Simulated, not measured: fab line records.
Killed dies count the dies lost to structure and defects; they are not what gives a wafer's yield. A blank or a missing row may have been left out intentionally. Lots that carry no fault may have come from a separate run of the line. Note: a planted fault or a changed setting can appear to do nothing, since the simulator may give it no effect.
Split-lot trial -- flow n5Finfet -- 21 wafers read from 7 lots, route of 1938 steps

== THE SPLIT ITSELF ==
At N5_BEOL_M7_TRENCH_ETCH_37 (etches SiCOH lowk in C4F6/O2, target depth 93.478 nm, time 31.2 s), the setting timeS was moved away from the recipe's 31.2 s on 5 of the 21 wafers read, by -15.2% to +14.3%. For the rest of the wafers, this setting stayed at what the recipe calls for.

== FROM THE SPLIT TO THE READING: what the file shows between them, 11 steps ==
- N5_BEOL_M7_ETCH_41: etches SiCN in CH3F/O2, target depth 31.9 nm, time 57.8 s
- N5_BEOL_M7_STRIP_80: strips in N2/H2, time 10 s
- N5_BEOL_M7_OCD_MEAS_38
- N5_BEOL_M7_HM_STRIP_39: strips TiN in peroxide tin strip, target depth 25 nm, time 158 s
- N5_BEOL_M7_SRD_40: time 30 s
- N5_BEOL_M7_ECD_50: material Cu, target thk 300 nm
- N5_BEOL_M7_ANNEAL_51: time 90 s
- N5_BEOL_M7_CMP_52: polishes, stops on SiCOH lowk, t overpolish 6.9 s, target thk 80 nm
- N5_BEOL_M7_THK_MEAS_53: measures by xrf
- N5_BEOL_M7_PRE_CLEAN_55: time 15 s
- N5_BEOL_M7_DEP_56: deposits SiCN from 3MS/NH3, target thk 10 nm, time 17.5 s

== THE READING ==
M7_RS (ohm/sq), read at N5_BEOL_M7_RS_MEAS_57 with a four-point probe. A value of 0.286 ohm/sq with a standard deviation of 0.013 ohm/sq is what fault-free wafers of this fab line usually give.

wafer,"tool, chamber at the split","timeS as run, s",against the recipe,"M7_RS, ohm/sq",against lot-mates on the recipe
L074.2,"rieDiel-04, 3",31.2,recipe,0.307,-
L074.5,"rieDiel-04, 2",34.67,+11.1%,0.268,-0.042
L074.6,"rieDiel-04, 1",31.2,recipe,0.313,-
L082.1,"rieDiel-04, 2",31.2,recipe,0.281,-
L082.3,"rieDiel-04, 1",31.2,recipe,0.296,-
L082.5,"rieDiel-04, 2",31.2,recipe,0.290,-
L089.2,"rieDiel-04, 0",35.67,+14.3%,0.246,-0.053
L089.3,"rieDiel-04, 2",31.2,recipe,0.299,-
L089.5,"rieDiel-04, 0",35.67,+14.3%,0.247,-0.052
L090.3,"rieDiel-06, 3",31.2,recipe,0.289,-
L090.5,"rieDiel-06, 2",27.9,-10.6%,0.314,+0.029
L090.6,"rieDiel-06, 3",31.2,recipe,0.282,-
L093.1,"rieDiel-04, 3",31.2,recipe,0.281,-
L093.4,"rieDiel-04, 2",31.2,recipe,0.282,-
L093.6,"rieDiel-04, 1",31.2,recipe,0.287,-
L094.1,"rieDiel-02, 3",31.2,recipe,0.296,-
L094.3,"rieDiel-02, 0",31.2,recipe,0.282,-
L094.4,"rieDiel-02, 0",26.46,-15.2%,0.349,+0.060
L097.1,"rieDiel-02, 3",31.2,recipe,0.285,-
L097.3,"rieDiel-02, 2",31.2,recipe,0.285,-
L097.4,"rieDiel-02, 0",31.2,recipe,0.265,-

THE FIT
A straight line over all 21 wafers: M7_RS changes by -0.00301 ohm/sq for each +1% of timeS; r = -0.88; the points scatter about the line by 0.011 ohm/sq.
The same after taking each lot's own level away (the mean of its wafers on the recipe; 21 wafers): -0.00363 ohm/sq for each +1%; r = -0.97; scatter 0.0059 ohm/sq.
Per that fit: largest timeS move, reading shift of 0.055 ohm/sq.
The span of the lots' own levels, 0.2783 to 0.3100 ohm/sq, comes to 2.4 times the standard deviation stated above.
Hence the slope depends on the lot-to-lot level, as the two fits are not the same.
Check: +0.052 ohm/sq against its lot-mates is what the line predicts for one of the wafers moved furthest among these (-15.2%) when that wafer is left out of the fit. Against them it came out at +0.06 ohm/sq.

== OTHER SPLITS ON THESE WAFERS ==
Other splits were also applied to these wafers ahead of the reading. Each is held against what the fit with the lots' levels taken away leaves over:
other split on the same wafers,wafers away from the commonest value,r with M7_RS (lot level and that fit taken away)
N5_BEOL_M7_DESCUM_33 timeS,3,-0.28

== THE WHOLE CHAIN: every reading that the file lists as answering this split, in the file's order ==
step,what it does,reading,change (the file's fit),r (the file's)
N5_BEOL_M7_TRENCH_ETCH_37,"etches SiCOH lowk in C4F6/O2, target depth 93.478 nm, time 31.2 s","BEOL_M7.featureDepthNm (the simulator's own value, which no gauge read)",+0.832 nm for each +1% of the setting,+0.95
N5_BEOL_M7_TRENCH_ETCH_37,"etches SiCOH lowk in C4F6/O2, target depth 93.478 nm, time 31.2 s","etch.depthNm (the simulator's own value, which no gauge read)",+0.833 nm for each +1% of the setting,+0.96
N5_BEOL_M7_OCD_MEAS_38,,trenchDepthNm,+0.824 nm for each +1% of the setting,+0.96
N5_BEOL_M7_CMP_52,"polishes, stops on SiCOH lowk, t overpolish 6.9 s, target thk 80 nm","Cu_of_BEOL_M7_ECD_50.thkNm (the simulator's own value, which no gauge read)",+0.823 nm for each +1% of the setting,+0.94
N5_BEOL_M7_THK_MEAS_53,measures by xrf,M7_THK,+0.803 for each +1% of the setting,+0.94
N5_BEOL_M7_RS_MEAS_57,measures by four-point-probe,M7_RS,-0.00362 for each +1% of the setting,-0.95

== THE FILE'S OWN FIT ==
M7_RS changes by -0.00362 ohm/sq for each +1% of timeS, r = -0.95.
